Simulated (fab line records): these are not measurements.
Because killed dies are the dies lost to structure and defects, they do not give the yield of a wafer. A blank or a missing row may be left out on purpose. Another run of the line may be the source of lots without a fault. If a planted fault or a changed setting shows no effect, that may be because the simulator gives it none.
fab line records | flow n5Finfet
record lots=4 | wafers=12 | lastDay=17
route steps=1938 shown MOL_CONTACT_COAG@629 BEOL_M0_SAQP@632 BEOL_M4@1111
lots with no fault: from the same line, run without faults
startH: hours from the record's first day to the start of the lot's first wafer shown | waitH: how many hours have passed since the lot's step before this one | " identical to the entry in the row above | L1.1+2: a row that stands for several wafers | - no value, or no start was given | * or withheld: withheld | < > ~ a bound
route shown NAME@n: a module of which the file shows steps, and the number in the route of the first | usual: average and standard deviation across the fault-free wafers | same: alike in all rows | chamber/n: place in a boat | sites: readings site by site | _std_site: their standard deviation | _edge_site: inner sites' mean taken away from outer sites' mean | radiusMm: for every site, how far away it sits from the centre of the wafer | mask NAME#n: copy n | behind: the last tool/chamber to shape the wafer | hold: why the lot was held/for how many hours/how that ended | device: the transistor (n, p or np) that didn't switch | end of line: the route-end tests of the same wafers | a step without rows: its recipe alone | killed: not the wafer's yield, but the dies lost to structure and defects at the first sort | map: dies across one wafer; x = killed, . = not, _ = none there
set.NAME: the setting as run; set.NAME@STEP: as run at that earlier step | model.NAME: the simulator's own value behind a step, which no gauge read
a table for each step, a row for each wafer; lots at some steps of the route
services: a tool's chamber out of use, with start hour (startH, from the record's first day; less than 0 if before it), hours out, and reason
## steps
# step N5_MOL_CONTACT_COAG_ANNEAL_112
# recipe tempC=400 | timeS=1800 | ambient=HPD2 | pressureAtm=10
# step N5_BEOL_M0_SAQP_PECVD_00
# recipe material=SiCN | targetThkA=80 | tempC=withheld | precursor=3MS/NH3 | pressureTorr=3 | rfW=202 | timeS=14
# step N5_BEOL_M0_SAQP_ILD_DEP_01
# recipe material=SiOC | targetThkA=454.19 | tempC=350 | precursor=DEMS/O2 | pressureTorr=5 | rfW=500 | timeS=8.7
# step N5_BEOL_M0_SAQP_HM_DEP_02
# recipe material=TiN | targetThkA=120 | tempC=25 | chamberPressurePa=0.49996
# step N5_BEOL_M0_SAQP_PECVD_03
# recipe material=SiCN | targetThkA=120 | tempC=withheld | precursor=3MS/NH3 | pressureTorr=3 | rfW=202 | timeS=21.1
# step N5_BEOL_M0_SAQP_PECVD_96
# recipe material=a-Si | targetThkA=450 | tempC=350 | precursor=SiH4/He | pressureTorr=3 | rfW=100 | timeS=45.2
# step N5_BEOL_M0_SAQP_PECVD_97
# recipe material=SiNx | targetThkA=230 | tempC=350 | precursor=SiH4/NH3/N2 | pressureTorr=1.5 | rfW=300 | timeS=19.9
# step N5_BEOL_M0_SAQP_PECVD_04
# recipe material=a-Si | targetThkA=600 | tempC=350 | precursor=SiH4/He | pressureTorr=3 | rfW=100 | timeS=60.2
# step N5_BEOL_M0_SAQP_HM_DEP_111
# recipe material=SiO2 | targetThkA=120 | tempC=400 | precursor=SiH4/N2O | pressureTorr=0.75 | rfW=275 | timeS=7.2
# step N5_BEOL_M0_SAQP_COAT_81
# recipe resist=SOC | tempC=250 | timeS=60 | spinRpm=1500 | resistThkNm=100
# usual heaterPowerTotalW=500.4/1.8 | spinSpeedRpm=1499.9/0.84
# same timeS=60
lot.wafer | tool          | chamber | startH | waitH | heaterPowerTotalW | spinSpeedRpm | model.SOC_of_BEOL_M0_SAQP_COAT_81.thkNm
L794.2    | lithoTrack-03 | 0       | 126.21 | 0.1   | 501.3             | 1500.8       | 99.6
L794.3    | "             | 0       | "      | "     | 502.8             | 1500.3       | 99.6
L794.4    | "             | 0       | "      | "     | 501.6             | 1501.2       | 99.8
L800.1    | lithoTrack-03 | 0       | 156.87 | 0.1   | 502.9             | 1610.1       | 96.8
L800.2    | "             | 0       | "      | "     | 502.4             | 1609.1       | 96.8
L800.4    | "             | 0       | "      | "     | 500.3             | 1607.9       | 96.6
L801.1    | lithoTrack-03 | 0       | 172.71 | 0.1   | 498.4             | 1609.2       | 96.8
L801.3    | "             | 0       | "      | "     | 499.8             | 1609.8       | 96.8
L801.5    | "             | 0       | "      | "     | 501.7             | 1609.4       | 96.8
L811.1    | lithoTrack-02 | 0       | 247.17 | 0.1   | 503.1             | 1498.6       | 100.4
L811.4    | "             | 0       | "      | "     | 502.8             | 1498.4       | 100.4
L811.5    | "             | 0       | "      | "     | 497.9             | 1499.7       | 100.2
# step N5_BEOL_M0_SAQP_COAT_82
# recipe resist=SiARC | tempC=220 | timeS=60 | spinRpm=1500 | resistThkNm=30
# step N5_BEOL_M0_SAQP_COAT_08
# recipe resist=CAR-ArF | spinRpm=1500 | resistThkNm=90
# step N5_BEOL_M0_SAQP_EBR_10
# recipe solvent=PGMEA | ebrWidthMm=1.5
# step N5_BEOL_M0_SAQP_SOFTBAKE_09
# recipe tempC=110 | timeS=60 | resist=CAR-ArF
# step N5_BEOL_M0_SAQP_EXPOSE_11
# recipe maskId=M0_CORE | na=1.35 | sourceShape=dipole | sigmaInner=0.538 | sigmaOuter=0.738 | polarization=te | targetCdNm=42 | doseMj=55
# step N5_BEOL_M0_SAQP_PEB_12
# recipe pebTempC=withheld | pebTimeS=60 | resist=CAR-ArF
# step N5_BEOL_M0_SAQP_DEVELOP_13
# recipe developTimeS=30 | developer=TMAH | resist=CAR-ArF | devTempC=23 | rinseLiquid=diw | dry=airSpin
# step N5_BEOL_M0_SAQP_DESCUM_19
# recipe chemistry=O2 | timeS=7.9 | sourcePowerW=50 | biasPowerW=20 | pressureMtorr=20 | rfFrequencyHz=2.712e+07 | tempC=40 | resist=CAR-ArF | o2FlowSccm=225
# step N5_BEOL_M0_SAQP_ETCH_83
# recipe chemistry=CF4 | target=SiARC | targetDepthA=390 | maskMaterial=CAR-ArF | timeS=65 | ionEnergyEv=80 | pressureMtorr=40 | sourceW=545 | biasW=36 | Ar_flow_sccm=100 | cf4FlowSccm=100 | ends=cleared
# step N5_BEOL_M0_SAQP_ETCH_84
# recipe chemistry=N2/H2 | target=SOC | targetDepthA=1000 | overetchA=200 | maskMaterial=SiARC | tempC=40 | timeS=150 | ionEnergyEv=200 | pressureMtorr=30 | sourceW=840 | biasW=150 | n2FlowSccm=200 | h2FlowSccm=200
# usual chamberPressureMTorr=30.005/0.025 | drypumpMotorCurrentA=5.9/0.49 | oesProductAu=0.72/0.081 | rfVppV=523.5/2.6 | showerheadPlenumPTorr=2.53/0.088 | throttleValvePct=17.8/0.31
# same timeS=150
lot.wafer | tool       | chamber | startH | waitH | chamberPressureMTorr | drypumpMotorCurrentA | oesProductAu | rfHoursCounterH | rfVppV | showerheadPlenumPTorr | throttleValvePct | model.etch.depthNm
L794.2    | rieDiel-02 | 3       | 126.64 | 0.0   | 30.007               | 6.2                  | 0.63         | 204             | 521.1  | 2.43                  | 18.1             | 99.64
L794.3    | "          | 1       | "      | "     | 30.072               | 5.2                  | 0.64         | 201             | 519.2  | 2.42                  | 18.2             | 99.64
L794.4    | "          | 1       | "      | "     | 30.005               | 5.2                  | 0.64         | -               | 521.3  | 2.42                  | 18.1             | 99.84
L800.1    | rieDiel-01 | 2       | 157.83 | 0.0   | 30.005               | 5.7                  | 0.76         | 32              | 525.9  | 2.61                  | 17.8             | 96.8
L800.2    | "          | 0       | "      | "     | 30.008               | 6.5                  | 0.72         | 95              | 524.2  | 2.57                  | 17.6             | 96.77
L800.4    | "          | 3       | "      | "     | 30.035               | 5.4                  | 0.60         | 248             | 523.1  | 2.49                  | 17.7             | 96.68
L801.1    | rieDiel-02 | 0       | 173.13 | 0.0   | 30.003               | 5.6                  | 0.81         | 13              | 521.7  | 2.49                  | 17.6             | 96.76
L801.3    | "          | 3       | "      | "     | 30.033               | 6.2                  | 0.61         | 217             | 518.5  | 2.42                  | 18.1             | 96.83
L801.5    | "          | 1       | "      | "     | 30.021               | 5.2                  | 0.62         | -               | 520.7  | 2.41                  | 18.2             | 96.86
L811.1    | rieDiel-02 | 2       | 247.76 | 0.0   | 29.975               | 6.5                  | 0.82         | 16              | 522.0  | 2.49                  | 17.8             | 100.4
L811.4    | "          | 3       | "      | "     | 30.001               | 6.2                  | 0.61         | 234             | 520.7  | 2.41                  | 18.1             | 100.3
L811.5    | "          | 3       | "      | "     | 29.999               | 6.2                  | 0.62         | -               | 520.2  | 2.42                  | 18.1             | 100.2
# step N5_BEOL_M0_SAQP_STRIP_80
# recipe chemistry=N2/H2 | tempC=40 | n2FlowSccm=200 | h2FlowSccm=200 | rfFrequencyHz=6e+07
# step N5_BEOL_M0_SAQP_HM_OPEN_112
# recipe chemistry=CHF3/O2 | target=SiO2 | stopOn=a-Si | targetDepthA=120 | overEtchFrac=1.25 | maskMaterial=SOC | timeS=13.5 | pressureMtorr=30 | sourceW=650 | biasW=170 | Ar_flow_sccm=200 | CHF3_flow_sccm=50 | O2_flow_sccm=5 | ionEnergyEv=200 | ends=endPoint
# step N5_BEOL_M0_SAQP_STRIP_113
# recipe chemistry=CHF3/O2 | resist=SiARC | rfFrequencyHz=6e+07
# step N5_BEOL_M0_SAQP_MANDREL_ETCH_20
# recipe targetDepthA=600 | chemistry=HBr/Cl2 | target=a-Si | stopOn=SiNx | btTimeS=10 | maskMaterial=SOC | overEtchFrac=0.5 | timeS=30 | pressureMtorr=10 | icpW=800 | biasW=75 | HBr_flow_sccm=150 | Cl2_flow_sccm=80 | ends=endPoint
# usual chamberPressureMTorr=10.001/0.0092 | drypumpMotorCurrentA=5.8/0.49 | oesProductAu=0.771/0.012 | throttleValvePct=35.48/0.28
# same overEtchFrac=0.5
lot.wafer | tool     | chamber | startH | waitH | chamberPressureMTorr | drypumpMotorCurrentA | oesProductAu | rfHoursCounterH | throttleValvePct | model.SOC_of_BEOL_M0_SAQP_COAT_81.thkNm
L794.2    | rieSi-06 | 3       | 126.83 | 0.0   | 9.998                | 5.2                  | 0.763        | 75              | 35.34            | 75.6
L794.3    | "        | 2       | "      | "     | 10.011               | 5.5                  | 0.801        | 54              | 35.06            | 75.6
L794.4    | "        | 1       | "      | "     | 10.017               | 5.5                  | 0.781        | 71              | 35.65            | 75.4
L800.1    | rieSi-02 | 0       | 158.02 | 0.0   | 10.004               | 5.7                  | 0.773        | 75              | 35.51            | 73.2
L800.2    | "        | 2       | "      | "     | 10.005               | 6.5                  | 0.755        | 24              | 35.60            | 72.8
L800.4    | "        | 1       | "      | "     | 9.993                | 5.1                  | 0.761        | 94              | 36.00            | 72.8
L801.1    | rieSi-02 | 1       | 173.32 | 0.0   | 10.011               | 5.1                  | 0.764        | 94              | 36.00            | 72.6
L801.3    | "        | 3       | "      | "     | 10.002               | 5.8                  | 0.781        | 150             | 35.46            | 72.6
L801.5    | "        | 2       | "      | "     | 9.993                | 6.5                  | 0.756        | -               | 35.57            | 72.8
L811.1    | rieSi-06 | 1       | 247.95 | 0.0   | 10.013               | 5.5                  | 0.782        | 73              | 35.66            | 76.2
L811.4    | "        | 0       | "      | "     | 10.009               | 5.6                  | 0.761        | 80              | 34.84            | 77.2
L811.5    | "        | 3       | "      | "     | 9.994                | 5.2                  | 0.763        | -               | 35.32            | 76.4
# step N5_BEOL_M0_SAQP_STRIP_86
# recipe chemistry=N2/H2 | powerW=500 | tempC=40 | pressureMtorr=50 | rfFrequencyHz=6e+07 | overashFraction=0.3 | biasPowerW=28 | h2Frac=0.5 | n2FlowSccm=300 | h2FlowSccm=300
# step N5_BEOL_M4_RC_MEAS_101
# usual DIBL_N=37.2/2.1 | DIBL_P=37.3/2.3 | IOFF_N=0.18/0.041 | IOFF_P=0.24/0.042 | ION_N=680/13 | ION_P=466/7.7 | SS_N=71.8/0.68 | SS_P=73.5/0.66 | VT_N=249/3.6 | VT_P=-248/3.4
lot.wafer | tool      | chamber | startH | waitH | DIBL_N[mV/V] | DIBL_P[mV/V] | IOFF_N[nA/um] | IOFF_P[nA/um] | ION_N[uA/um] | ION_P[uA/um] | SS_N[mV/dec] | SS_P[mV/dec] | VT_N[mV] | VT_P[mV]
L794.2    | prober-01 | 0       | 193.39 | 0.2   | 37.7         | 37.8         | 0.20          | 0.23          | 693          | 469          | 72.1         | 73.6         | 244      | -249
L794.3    | "         | 0       | "      | "     | 40.1         | 40.1         | 0.26          | 0.28          | 705          | 475          | 72.5         | 74.2         | 242      | -248
L794.4    | "         | 0       | "      | "     | 39.1         | 39.1         | 0.22          | 0.27          | 706          | 476          | 72.3         | 74.0         | 244      | -246
L800.1    | prober-02 | 0       | 228.02 | 0.0   | 34.0         | 34.7         | 0.15          | 0.24          | 676          | 473          | 71.2         | 73.5         | 250      | -245
L800.2    | "         | 0       | "      | "     | 34.9         | 35.6         | 0.17          | 0.26          | 680          | 474          | 72.8         | 73.0         | 248      | -242
L800.4    | "         | 0       | "      | "     | 30.1         | 30.5         | 0.09          | 0.19          | 659          | 472          | 70.6         | 72.4         | 255      | -246
L801.1    | prober-02 | 0       | 232.34 | 0.0   | 36.4         | 36.4         | 0.16          | 0.25          | 669          | 468          | 70.7         | 73.4         | 248      | -244
L801.3    | "         | 0       | "      | "     | 38.1         | 37.9         | 0.21          | 0.28          | 686          | 469          | 71.7         | 74.1         | 246      | -243
L801.5    | "         | 0       | "      | "     | 37.6         | 37.0         | 0.20          | 0.27          | 689          | 472          | 71.3         | 72.9         | 245      | -243
L811.1    | prober-02 | 0       | 312.96 | 0.0   | 36.9         | 35.6         | 0.15          | 0.21          | 683          | 469          | 71.1         | 73.1         | 251      | -250
L811.4    | "         | 0       | "      | "     | 37.4         | 36.3         | 0.16          | 0.21          | 673          | 471          | 71.7         | 73.4         | 251      | -248
L811.5    | "         | 0       | "      | "     | 40.1         | 38.5         | 0.21          | 0.25          | 682          | 470          | 72.7         | 74.0         | 247      | -247
## services
tool       | chamber | startH | hours | kind
rieDiel-02 | 0       | 105.21 | -     | clean
rieDiel-02 | 0       | 105.21 | -     | consumableReplace:focusRing
rieDiel-02 | 0       | 105.21 | 21.7  | scheduledDown
rieDiel-02 | 0       | 105.21 | 21.7  | ventCycle
rieSi-06   | 3       | 148.72 | 5.3   | repair
rieDiel-02 | 2       | 152.47 | -     | clean
rieDiel-02 | 2       | 152.47 | -     | consumableReplace:focusRing
rieDiel-02 | 2       | 152.47 | 24.3  | scheduledDown
rieDiel-02 | 2       | 152.47 | 24.3  | ventCycle
rieDiel-01 | 3       | 172.28 | -     | clean
rieDiel-01 | 3       | 172.28 | -     | consumableReplace:focusRing
rieDiel-01 | 3       | 172.28 | 17.3  | scheduledDown
rieDiel-01 | 3       | 172.28 | 17.3  | ventCycle
rieDiel-02 | -       | 186.52 | 0.8   | repair
rieDiel-01 | 3       | 216.72 | 5.4   | repair
rieDiel-02 | -       | 226.79 | 14.6  | pm
## key
firstSign step=N5_BEOL_M0_SAQP_COAT_81 | reading=spinSpeedRpm | direction=up | sigmas=99+ | usual=* | struck=*
effect none on later readings
modelEffect step=N5_BEOL_M0_SAQP_COAT_81 | value=SOC_of_BEOL_M0_SAQP_COAT_81.thkNm | without=100.3 | struck=96.77
modelEffect step=N5_BEOL_M0_SAQP_ETCH_84 | value=etch.depthNm | without=100.2 | struck=96.78
modelEffect step=N5_BEOL_M0_SAQP_MANDREL_ETCH_20 | value=SOC_of_BEOL_M0_SAQP_COAT_81.thkNm | without=76.3 | struck=72.8
metAt N5_BEOL_M0_SAQP_COAT_81
struckWafers L800.1,L800.2,L800.4,L801.1,L801.3,L801.5
onsetBetween 126.21 156.87
fault kind=processParameterDrift | tool=lithoTrack-03 | chamber=- | onsetH=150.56 | steps=N5_BEOL_M0_SAQP_COAT_81 | channel=spinRpm | offset=* | shape=step | endH=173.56 | actsIn=* | stated=*
